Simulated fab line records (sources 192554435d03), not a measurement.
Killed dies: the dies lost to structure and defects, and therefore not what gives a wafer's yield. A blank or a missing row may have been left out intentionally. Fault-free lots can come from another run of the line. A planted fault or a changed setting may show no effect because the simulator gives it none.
What tool caused it? || flow n5 finfet || 24 lots with 72 wafers sampled at 4 steps, on a route of 1938 steps

WHAT EACH GAUGE READ, for each wafer
N5_BEOL_M14_THK_MEAS_50: measures by xrf. Usual: M14_THK 555 nm, standard deviation 15.
{"lot": "L074", "measured": "day 11 18:38", "on": "film metro-01", "M14_THK (nm)": "537 553 557", "flag": ""}
{"lot": "L076", "measured": "day 11 22:31", "on": "film metro-01", "M14_THK (nm)": "563 577 533", "flag": ""}
{"lot": "L075", "measured": "day 11 23:55", "on": "film metro-02", "M14_THK (nm)": "567 571 578", "flag": ""}
{"lot": "L077", "measured": "day 12 03:58", "on": "film metro-01", "M14_THK (nm)": "535 578 567", "flag": ""}
{"lot": "L078", "measured": "day 12 22:17", "on": "film metro-01", "M14_THK (nm)": "575 554 545", "flag": ""}
{"lot": "L079", "measured": "day 12 23:14", "on": "film metro-02", "M14_THK (nm)": "562 567 566", "flag": ""}
{"lot": "L081", "measured": "day 13 09:23", "on": "film metro-02", "M14_THK (nm)": "549 540 553", "flag": ""}
{"lot": "L080", "measured": "day 13 14:38", "on": "film metro-01", "M14_THK (nm)": "566 567 564", "flag": ""}
{"lot": "L082", "measured": "day 13 20:52", "on": "film metro-01", "M14_THK (nm)": "529 547 546", "flag": ""}
{"lot": "L083", "measured": "day 14 05:53", "on": "film metro-02", "M14_THK (nm)": "535 558 531", "flag": ""}
{"lot": "L084", "measured": "day 14 06:20", "on": "film metro-02", "M14_THK (nm)": "571 566 538", "flag": ""}
{"lot": "L085", "measured": "day 14 08:05", "on": "film metro-01", "M14_THK (nm)": "537 561 550", "flag": ""}
{"lot": "L086", "measured": "day 14 19:56", "on": "film metro-01", "M14_THK (nm)": "551 553 542", "flag": ""}
{"lot": "L087", "measured": "day 15 01:55", "on": "film metro-02", "M14_THK (nm)": "549 555 564", "flag": ""}
{"lot": "L089", "measured": "day 15 12:15", "on": "film metro-02", "M14_THK (nm)": "575 542 556", "flag": ""}
{"lot": "L091", "measured": "day 15 17:45", "on": "film metro-02", "M14_THK (nm)": "574 578 538", "flag": ""}
{"lot": "L090", "measured": "day 15 17:46", "on": "film metro-01", "M14_THK (nm)": "532 563 564", "flag": ""}
{"lot": "L088", "measured": "day 16 12:08", "on": "film metro-01", "M14_THK (nm)": "565 547 564", "flag": ""}
{"lot": "L092", "measured": "day 16 12:39", "on": "film metro-02", "M14_THK (nm)": "569 559 567", "flag": ""}
{"lot": "L095", "measured": "day 16 14:47", "on": "film metro-02", "M14_THK (nm)": "579 556 542", "flag": ""}
{"lot": "L094", "measured": "day 17 00:32", "on": "film metro-02", "M14_THK (nm)": "530 553 530", "flag": ""}
{"lot": "L093", "measured": "day 17 12:42", "on": "film metro-02", "M14_THK (nm)": "533 573 572", "flag": ""}
{"lot": "L096", "measured": "day 17 20:37", "on": "film metro-01", "M14_THK (nm)": "550 528 557", "flag": ""}
{"lot": "L097", "measured": "day 18 10:57", "on": "film metro-02", "M14_THK (nm)": "564 578 537", "flag": ""}

N5_BEOL_M15_CD_MEAS_17: target cd 360 nm. Usual: cd nm 361.8 nm, standard deviation 2.4.
{"lot": "L074", "measured": "day 11 20:05", "on": "cd sem-01", "cd nm (nm)": "365.4 364.5 364.3", "flag": ""}
{"lot": "L076", "measured": "day 11 23:50", "on": "cd sem-02", "cd nm (nm)": "365.5 364.9 364.1", "flag": ""}
{"lot": "L075", "measured": "day 12 01:22", "on": "cd sem-03", "cd nm (nm)": "364.0 361.9 361.3", "flag": ""}
{"lot": "L077", "measured": "day 12 05:25", "on": "cd sem-01", "cd nm (nm)": "361.4 363.4 361.7", "flag": ""}
{"lot": "L078", "measured": "day 12 23:44", "on": "cd sem-02", "cd nm (nm)": "362.7 361.4 361.1", "flag": ""}
{"lot": "L079", "measured": "day 13 00:49", "on": "cd sem-02", "cd nm (nm)": "363.6 363.4 362.6", "flag": ""}
{"lot": "L081", "measured": "day 13 10:50", "on": "cd sem-01", "cd nm (nm)": "363.5 363.6 364.0", "flag": ""}
{"lot": "L080", "measured": "day 13 15:58", "on": "cd sem-01", "cd nm (nm)": "363.8 364.1 357.8", "flag": ""}
{"lot": "L082", "measured": "day 13 22:12", "on": "cd sem-03", "cd nm (nm)": "365.0 361.6 361.0", "flag": ""}
{"lot": "L083", "measured": "day 14 07:27", "on": "cd sem-03", "cd nm (nm)": "357.6 359.5 355.4", "flag": ""}
{"lot": "L084", "measured": "day 14 07:49", "on": "cd sem-01", "cd nm (nm)": "366.5 363.7 366.1", "flag": ""}
{"lot": "L085", "measured": "day 14 09:32", "on": "cd sem-02", "cd nm (nm)": "361.8 361.6 358.9", "flag": ""}
{"lot": "L086", "measured": "day 14 21:22", "on": "cd sem-03", "cd nm (nm)": "363.2 363.5 363.3", "flag": ""}
{"lot": "L087", "measured": "day 15 03:21", "on": "cd sem-02", "cd nm (nm)": "365.2 360.9 363.5", "flag": ""}
{"lot": "L089", "measured": "day 15 13:59", "on": "cd sem-01", "cd nm (nm)": "360.6 360.3 362.5", "flag": ""}
{"lot": "L091", "measured": "day 15 19:05", "on": "cd sem-01", "cd nm (nm)": "358.5 356.9 362.1", "flag": ""}
{"lot": "L090", "measured": "day 15 19:15", "on": "cd sem-03", "cd nm (nm)": "362.1 361.6 361.9", "flag": ""}
{"lot": "L088", "measured": "day 16 13:44", "on": "cd sem-03", "cd nm (nm)": "358.4 359.4 359.9", "flag": ""}
{"lot": "L092", "measured": "day 16 14:07", "on": "cd sem-01", "cd nm (nm)": "361.4 365.5 360.6", "flag": ""}
{"lot": "L095", "measured": "day 16 17:22", "on": "cd sem-03", "cd nm (nm)": "362.5 363.7 362.9", "flag": ""}
{"lot": "L094", "measured": "day 17 02:06", "on": "cd sem-03", "cd nm (nm)": "359.1 356.6 358.9", "flag": ""}
{"lot": "L093", "measured": "day 17 14:11", "on": "cd sem-01", "cd nm (nm)": "359.1 361.4 357.9", "flag": ""}
{"lot": "L096", "measured": "day 17 22:16", "on": "cd sem-01", "cd nm (nm)": "362.4 361.5 360.2", "flag": ""}
{"lot": "L097", "measured": "day 18 12:17", "on": "cd sem-03", "cd nm (nm)": "365.5 360.0 363.1", "flag": ""}

EACH LOT AND THE TOOL THAT RAN IT (in order: tool; ch and the chambers of the sampled wafers; start)
{"lot": "L074", "N5_BEOL_M14_STRIP_37": "rie diel-02 ch 0,3, day 11 17:05", "N5_BEOL_M14_PRE_CLEAN_42": "pvd sputter-03, day 11 17:32"}
{"lot": "L076", "N5_BEOL_M14_STRIP_37": "rie diel-02 ch 0,1,2, day 11 21:06", "N5_BEOL_M14_PRE_CLEAN_42": "pvd sputter-03, day 11 21:24"}
{"lot": "L075", "N5_BEOL_M14_STRIP_37": "rie diel-01 ch 1,2, day 11 22:23", "N5_BEOL_M14_PRE_CLEAN_42": "pvd sputter-02, day 11 22:43"}
{"lot": "L077", "N5_BEOL_M14_STRIP_37": "rie diel-06 ch 0,1,2, day 12 02:17", "N5_BEOL_M14_PRE_CLEAN_42": "pvd sputter-01, day 12 02:52"}
{"lot": "L078", "N5_BEOL_M14_STRIP_37": "rie diel-01 ch 0,3, day 12 18:19", "N5_BEOL_M14_PRE_CLEAN_42": "pvd sputter-02, day 12 21:10"}
{"lot": "L079", "N5_BEOL_M14_STRIP_37": "rie diel-06 ch 0,1,3, day 12 21:24", "N5_BEOL_M14_PRE_CLEAN_42": "pvd sputter-03, day 12 22:08"}
{"lot": "L081", "N5_BEOL_M14_STRIP_37": "rie diel-02 ch 0,1, day 13 07:08", "N5_BEOL_M14_PRE_CLEAN_42": "pvd sputter-01, day 13 07:38"}
{"lot": "L080", "N5_BEOL_M14_STRIP_37": "rie diel-02 ch 0,1, day 13 12:51", "N5_BEOL_M14_PRE_CLEAN_42": "pvd sputter-02, day 13 13:32"}
{"lot": "L082", "N5_BEOL_M14_STRIP_37": "rie diel-01 ch 0,2,3, day 13 19:20", "N5_BEOL_M14_PRE_CLEAN_42": "pvd sputter-02, day 13 19:40"}
{"lot": "L083", "N5_BEOL_M14_STRIP_37": "rie diel-02 ch 0,1,2, day 14 04:08", "N5_BEOL_M14_PRE_CLEAN_42": "pvd sputter-02, day 14 04:47"}
{"lot": "L084", "N5_BEOL_M14_STRIP_37": "rie diel-06 ch 0,1,2, day 14 04:10", "N5_BEOL_M14_PRE_CLEAN_42": "pvd sputter-02, day 14 05:07"}
{"lot": "L085", "N5_BEOL_M14_STRIP_37": "rie diel-01 ch 1,2,3, day 14 05:54", "N5_BEOL_M14_PRE_CLEAN_42": "pvd sputter-02, day 14 06:58"}
{"lot": "L086", "N5_BEOL_M14_STRIP_37": "rie diel-06 ch 0,2,3, day 14 18:14", "N5_BEOL_M14_PRE_CLEAN_42": "pvd sputter-02, day 14 18:49"}
{"lot": "L087", "N5_BEOL_M14_STRIP_37": "rie diel-06 ch 0,1,2, day 15 00:17", "N5_BEOL_M14_PRE_CLEAN_42": "pvd sputter-03, day 15 00:35"}
{"lot": "L089", "N5_BEOL_M14_STRIP_37": "rie diel-01 ch 0,1,2, day 15 10:24", "N5_BEOL_M14_PRE_CLEAN_42": "pvd sputter-03, day 15 10:53"}
{"lot": "L091", "N5_BEOL_M14_STRIP_37": "rie diel-02 ch 0,1,3, day 15 16:01", "N5_BEOL_M14_PRE_CLEAN_42": "pvd sputter-03, day 15 16:40"}
{"lot": "L090", "N5_BEOL_M14_STRIP_37": "rie diel-01 ch 0,2,3, day 15 16:04", "N5_BEOL_M14_PRE_CLEAN_42": "pvd sputter-02, day 15 16:40"}
{"lot": "L088", "N5_BEOL_M14_STRIP_37": "rie diel-01 ch 0,1,2, day 16 10:28", "N5_BEOL_M14_PRE_CLEAN_42": "pvd sputter-03, day 16 11:01"}
{"lot": "L092", "N5_BEOL_M14_STRIP_37": "rie diel-01 ch 0,1,3, day 16 10:49", "N5_BEOL_M14_PRE_CLEAN_42": "pvd sputter-03, day 16 11:29"}
{"lot": "L095", "N5_BEOL_M14_STRIP_37": "rie diel-06 ch 1,2,3, day 16 11:29", "N5_BEOL_M14_PRE_CLEAN_42": "pvd sputter-03, day 16 13:39"}
{"lot": "L094", "N5_BEOL_M14_STRIP_37": "rie diel-02 ch 1,2,3, day 16 22:37", "N5_BEOL_M14_PRE_CLEAN_42": "pvd sputter-03, day 16 23:26"}
{"lot": "L093", "N5_BEOL_M14_STRIP_37": "rie diel-01 ch 0,2,3, day 17 10:58", "N5_BEOL_M14_PRE_CLEAN_42": "pvd sputter-01, day 17 11:35"}
{"lot": "L096", "N5_BEOL_M14_STRIP_37": "rie diel-01 ch 0,1,2, day 17 18:59", "N5_BEOL_M14_PRE_CLEAN_42": "pvd sputter-03, day 17 19:31"}
{"lot": "L097", "N5_BEOL_M14_STRIP_37": "rie diel-06 ch 1,2,3, day 18 09:13", "N5_BEOL_M14_PRE_CLEAN_42": "pvd sputter-03, day 18 09:52"}
- N5_BEOL_M14_STRIP_37: strips in O2.
- N5_BEOL_M14_PRE_CLEAN_42: time 30 s.

AS READ BY THE TOOLS THEMSELVES (means over the sampled wafers that have a number; for cases with no such wafer, the mark the record gives instead)
N5_BEOL_M14_STRIP_37. Usual: drypump motor current A 5.7 A, standard deviation 0.51; oes product au 0.82 a.u., standard deviation 0.073; rf vpp V 3.7 V, standard deviation 1; showerhead plenum p Torr 2.10 Torr, standard deviation 0.084; throttle valve pct 16.60 %, standard deviation 0.23.
{"lot": "L074", "tool": "rie diel-02", "drypump motor current A (A)": 6.2, "oes product au (a.u.)": 0.67, "rf vpp V (V)": 4.3, "showerhead plenum p Torr (Torr)": 1.97, "throttle valve pct (%)": 16.56, "flag": ""}
{"lot": "L076", "tool": "rie diel-02", "drypump motor current A (A)": 5.5, "oes product au (a.u.)": 0.85, "rf vpp V (V)": 3.4, "showerhead plenum p Torr (Torr)": 2.15, "throttle valve pct (%)": 16.62, "flag": ""}
{"lot": "L075", "tool": "rie diel-01", "drypump motor current A (A)": 6.2, "oes product au (a.u.)": 0.90, "rf vpp V (V)": 4.1, "showerhead plenum p Torr (Torr)": 2.05, "throttle valve pct (%)": 16.52, "flag": ""}
{"lot": "L077", "tool": "rie diel-06", "drypump motor current A (A)": 5.3, "oes product au (a.u.)": 0.83, "rf vpp V (V)": 4.1, "showerhead plenum p Torr (Torr)": 2.15, "throttle valve pct (%)": 16.65, "flag": ""}
{"lot": "L078", "tool": "rie diel-01", "drypump motor current A (A)": 6.1, "oes product au (a.u.)": 0.82, "rf vpp V (V)": 4.3, "showerhead plenum p Torr (Torr)": 2.07, "throttle valve pct (%)": 16.72, "flag": ""}
{"lot": "L079", "tool": "rie diel-06", "drypump motor current A (A)": 5.2, "oes product au (a.u.)": 0.84, "rf vpp V (V)": 3.4, "showerhead plenum p Torr (Torr)": 2.13, "throttle valve pct (%)": 16.46, "flag": ""}
{"lot": "L081", "tool": "rie diel-02", "drypump motor current A (A)": 5.5, "oes product au (a.u.)": 0.77, "rf vpp V (V)": 3.8, "showerhead plenum p Torr (Torr)": 2.07, "throttle valve pct (%)": 16.68, "flag": ""}
{"lot": "L080", "tool": "rie diel-02", "drypump motor current A (A)": 5.5, "oes product au (a.u.)": 0.76, "rf vpp V (V)": 3.7, "showerhead plenum p Torr (Torr)": 2.07, "throttle valve pct (%)": 16.71, "flag": ""}
{"lot": "L082", "tool": "rie diel-01", "drypump motor current A (A)": 5.7, "oes product au (a.u.)": 0.81, "rf vpp V (V)": 4.6, "showerhead plenum p Torr (Torr)": 2.06, "throttle valve pct (%)": 16.54, "flag": ""}
{"lot": "L083", "tool": "rie diel-02", "drypump motor current A (A)": 5.5, "oes product au (a.u.)": 0.81, "rf vpp V (V)": 3.6, "showerhead plenum p Torr (Torr)": 2.14, "throttle valve pct (%)": 16.63, "flag": ""}
{"lot": "L084", "tool": "rie diel-06", "drypump motor current A (A)": 5.3, "oes product au (a.u.)": 0.83, "rf vpp V (V)": 3.4, "showerhead plenum p Torr (Torr)": 2.14, "throttle valve pct (%)": 16.68, "flag": ""}
{"lot": "L085", "tool": "rie diel-01", "drypump motor current A (A)": 6.0, "oes product au (a.u.)": 0.86, "rf vpp V (V)": 4.1, "showerhead plenum p Torr (Torr)": 2.05, "throttle valve pct (%)": 16.61, "flag": ""}
{"lot": "L086", "tool": "rie diel-06", "drypump motor current A (A)": 5.4, "oes product au (a.u.)": 0.84, "rf vpp V (V)": 3.8, "showerhead plenum p Torr (Torr)": 2.13, "throttle valve pct (%)": 16.65, "flag": ""}
{"lot": "L087", "tool": "rie diel-06", "drypump motor current A (A)": 5.3, "oes product au (a.u.)": 0.80, "rf vpp V (V)": 3.3, "showerhead plenum p Torr (Torr)": 2.14, "throttle valve pct (%)": 16.70, "flag": ""}
{"lot": "L089", "tool": "rie diel-01", "drypump motor current A (A)": 5.9, "oes product au (a.u.)": 0.82, "rf vpp V (V)": 3.3, "showerhead plenum p Torr (Torr)": 2.05, "throttle valve pct (%)": 16.54, "flag": ""}
{"lot": "L091", "tool": "rie diel-02", "drypump motor current A (A)": 5.8, "oes product au (a.u.)": 0.84, "rf vpp V (V)": 3.8, "showerhead plenum p Torr (Torr)": 2.14, "throttle valve pct (%)": 16.42, "flag": ""}
{"lot": "L090", "tool": "rie diel-01", "drypump motor current A (A)": 5.7, "oes product au (a.u.)": 0.80, "rf vpp V (V)": 4.1, "showerhead plenum p Torr (Torr)": 2.06, "throttle valve pct (%)": 16.60, "flag": ""}
{"lot": "L088", "tool": "rie diel-01", "drypump motor current A (A)": 5.9, "oes product au (a.u.)": 0.80, "rf vpp V (V)": 4.9, "showerhead plenum p Torr (Torr)": 2.05, "throttle valve pct (%)": 16.58, "flag": ""}
{"lot": "L092", "tool": "rie diel-01", "drypump motor current A (A)": 6.3, "oes product au (a.u.)": 0.79, "rf vpp V (V)": 3.5, "showerhead plenum p Torr (Torr)": 2.05, "throttle valve pct (%)": 16.76, "flag": ""}
{"lot": "L095", "tool": "rie diel-06", "drypump motor current A (A)": 5.2, "oes product au (a.u.)": 0.78, "rf vpp V (V)": 3.9, "showerhead plenum p Torr (Torr)": 2.08, "throttle valve pct (%)": 16.66, "flag": ""}
{"lot": "L094", "tool": "rie diel-02", "drypump motor current A (A)": 5.8, "oes product au (a.u.)": 0.88, "rf vpp V (V)": 3.4, "showerhead plenum p Torr (Torr)": 2.21, "throttle valve pct (%)": 16.38, "flag": ""}
{"lot": "L093", "tool": "rie diel-01", "drypump motor current A (A)": 5.7, "oes product au (a.u.)": 0.79, "rf vpp V (V)": 2.9, "showerhead plenum p Torr (Torr)": 2.05, "throttle valve pct (%)": 16.60, "flag": ""}
{"lot": "L096", "tool": "rie diel-01", "drypump motor current A (A)": 5.9, "oes product au (a.u.)": 0.79, "rf vpp V (V)": 4.1, "showerhead plenum p Torr (Torr)": 2.04, "throttle valve pct (%)": 16.60, "flag": ""}
{"lot": "L097", "tool": "rie diel-06", "drypump motor current A (A)": 5.2, "oes product au (a.u.)": 0.77, "rf vpp V (V)": 4.6, "showerhead plenum p Torr (Torr)": 2.07, "throttle valve pct (%)": 16.69, "flag": ""}

N5_BEOL_M14_PRE_CLEAN_42. Usual: heater power w 452 W, standard deviation 55.
{"lot": "L074", "tool": "pvd sputter-03", "heater power w (W)": 431, "flag": ""}
{"lot": "L076", "tool": "pvd sputter-03", "heater power w (W)": 425, "flag": ""}
{"lot": "L075", "tool": "pvd sputter-02", "heater power w (W)": 501, "flag": ""}
{"lot": "L077", "tool": "pvd sputter-01", "heater power w (W)": 462, "flag": ""}
{"lot": "L078", "tool": "pvd sputter-02", "heater power w (W)": 540, "flag": ""}
{"lot": "L079", "tool": "pvd sputter-03", "heater power w (W)": 422, "flag": ""}
{"lot": "L081", "tool": "pvd sputter-01", "heater power w (W)": 495, "flag": ""}
{"lot": "L080", "tool": "pvd sputter-02", "heater power w (W)": 458, "flag": ""}
{"lot": "L082", "tool": "pvd sputter-02", "heater power w (W)": 548, "flag": ""}
{"lot": "L083", "tool": "pvd sputter-02", "heater power w (W)": 527, "flag": ""}
{"lot": "L084", "tool": "pvd sputter-02", "heater power w (W)": 460, "flag": ""}
{"lot": "L085", "tool": "pvd sputter-02", "heater power w (W)": 479, "flag": ""}
{"lot": "L086", "tool": "pvd sputter-02", "heater power w (W)": 484, "flag": ""}
{"lot": "L087", "tool": "pvd sputter-03", "heater power w (W)": 401, "flag": ""}
{"lot": "L089", "tool": "pvd sputter-03", "heater power w (W)": 429, "flag": ""}
{"lot": "L091", "tool": "pvd sputter-03", "heater power w (W)": 418, "flag": ""}
{"lot": "L090", "tool": "pvd sputter-02", "heater power w (W)": 512, "flag": ""}
{"lot": "L088", "tool": "pvd sputter-03", "heater power w (W)": 406, "flag": ""}
{"lot": "L092", "tool": "pvd sputter-03", "heater power w (W)": 406, "flag": ""}
{"lot": "L095", "tool": "pvd sputter-03", "heater power w (W)": 426, "flag": ""}
{"lot": "L094", "tool": "pvd sputter-03", "heater power w (W)": 415, "flag": ""}
{"lot": "L093", "tool": "pvd sputter-01", "heater power w (W)": 424, "flag": ""}
{"lot": "L096", "tool": "pvd sputter-03", "heater power w (W)": 429, "flag": ""}
{"lot": "L097", "tool": "pvd sputter-03", "heater power w (W)": 438, "flag": ""}

THE ANSWER, worked out from the rows above alone
Rule: a lot counts as off when the mean over its wafers that have a number is more than 3 standard deviations away from the usual mean. Also off: a lot with no number at a reading for which 4 or more lots have one. The other lots that the step has rows for count as sound. Order of review: gauges by route order, followed by the tools' own readings, for which a lot's mean as printed above is used. The first step at which some lot is off is used, and at that step the reading that is off furthest; a lot without a number counts as furthest.
No lot is off on any of the readings shown, so nothing can be concluded from this.

WHAT HAD BEEN PUT IN BY THE SIMULATOR
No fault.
